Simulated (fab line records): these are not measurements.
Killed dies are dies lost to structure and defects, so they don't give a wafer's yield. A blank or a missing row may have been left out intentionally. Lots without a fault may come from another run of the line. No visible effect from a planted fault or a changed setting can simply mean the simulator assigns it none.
8D (eight disciplines) problem report, filled in by code + flow n5 finfet + the parts of the form that need people (team, actions taken, sign-off) are left out

1. WHAT IS WRONG
At N5_PASSIVATION_PROBE_49, killed_at_M0_to_M3 averages 128 over 6 wafers from 2 lots, while fault-free wafers read 31, standard deviation 11. That puts it +8.8 standard deviations away from the usual mean.
First seen on wafer L878.2, day 16 10:05, on prober-02. The record holds 6 wafers of 2 lots with a number at this step. Rule for "out" (also "out of limits"): further than 4 standard deviations from the usual mean. Any other wafer with a number is counted as sound.

2. WHAT IT IS; WHAT IT IS NOT
| question                    | is                     | is not                                                                              |
|-----------------------------|------------------------|-------------------------------------------------------------------------------------|
| which readings at this step | killed_at_M0_to_M3     | killed at contacts, killed at front end, killed at other, killed open, killed short |
| which lots                  | L878, L879             | -                                                                                   |
| which wafers of those lots  | all that have a number | -                                                                                   |
| read on which tools         | prober-01, prober-02   | -                                                                                   |
| when                        | from day 16 10:05      | up to then (0 sound wafers)                                                         |

3. SUSPECTS, AND WHAT RULES EACH OUT
Counting: a tool at a process step up to the reading stays a suspect if it ran every lot that is out and no sound lot after the first of them.
- rie diel-04 at N5_BEOL_M1_STRIP_36 (strips in N2/H2): kept. It ran every lot that is out, first L878 (day 10 21:54), and no sound lot after that.
- pecvd-02 at N5_MIM_TOP_ETCH_PECVD_03 (deposits SiNx from SiH4/NH3/N2, target thk 20 nm, time 17.6 s): kept. It ran every lot that is out, first L878 (day 16 01:44), and no sound lot after that.
- rie diel-04 at N5_PASSIVATION_PASS_ETCH_74 (etches SiNx in CF4/O2, target depth 220 nm, time 110 s): kept. It ran every lot that is out, first L878 (day 16 03:45), and no sound lot after that.
Still standing after the count: rie diel-04 at N5_BEOL_M1_STRIP_36, pecvd-02 at N5_MIM_TOP_ETCH_PECVD_03, rie diel-04 at N5_PASSIVATION_PASS_ETCH_74.

4. THE CAUSE (what the simulator had put in)
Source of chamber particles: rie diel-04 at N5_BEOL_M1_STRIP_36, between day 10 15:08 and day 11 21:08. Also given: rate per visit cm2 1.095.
This tool is one of the 3 suspects left after counting.

5. SEQUENCE OF EFFECTS, ordered by route
Each row: a reading where the mean over the struck wafers with a number is more than 3 standard deviations away from the usual. Only readings whose record carries a usual standard deviation are examined. hours: median over the lots of the time between each lot's start at the first step of this table that gives one and its start at this step. sigmas: the change, counted in usual standard deviations.
| hours | step                    | reading              | usual  | on struck wafers | change | sigmas |
|-------|-------------------------|----------------------|--------|------------------|--------|--------|
| 0     | N5_PASSIVATION_PROBE_49 | defect limited yield | 91.4 % | 83.3             | -8.1   | -5.4   |
| 0     | N5_PASSIVATION_PROBE_49 | killed_at_M0_to_M3   | 31     | 128              | +97    | +8.8   |
| 0     | N5_PASSIVATION_PROBE_49 | killed dies          | 101    | 196              | +96    | +5.3   |
| 0     | N5_PASSIVATION_PROBE_49 | killed on rim        | 13     | 25               | +12    | +3.1   |
| 0     | N5_PASSIVATION_PROBE_49 | sort_bin_5_function  | 5.1 %  | 10.3             | +5.2   | +5.2   |
| 0     | N5_PASSIVATION_PROBE_49 | sort n pass          | 1079   | 984              | -96    | -5.3   |
| 0     | N5_PASSIVATION_PROBE_49 | sort yield pct       | 91.4 % | 83.3             | -8.1   | -5.4   |
Here are the process steps it includes:
- N5_PASSIVATION_PROBE_49

6. WHAT WOULD HAVE CAUGHT IT SOONER
In this record no reading fell out of limits until day 16 10:05, 139 hours after the fault had begun at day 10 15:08.
No tool reading at N5_BEOL_M1_STRIP_36 that has a usual standard deviation in the record was out on any struck wafer, so an alarm limit of 4 standard deviations on those readings would not have fired.
By day 16 10:05, every lot that is out (2) had started N5_BEOL_M1_STRIP_36 on rie diel-04. Holding the tool at that point would not have protected any of them.
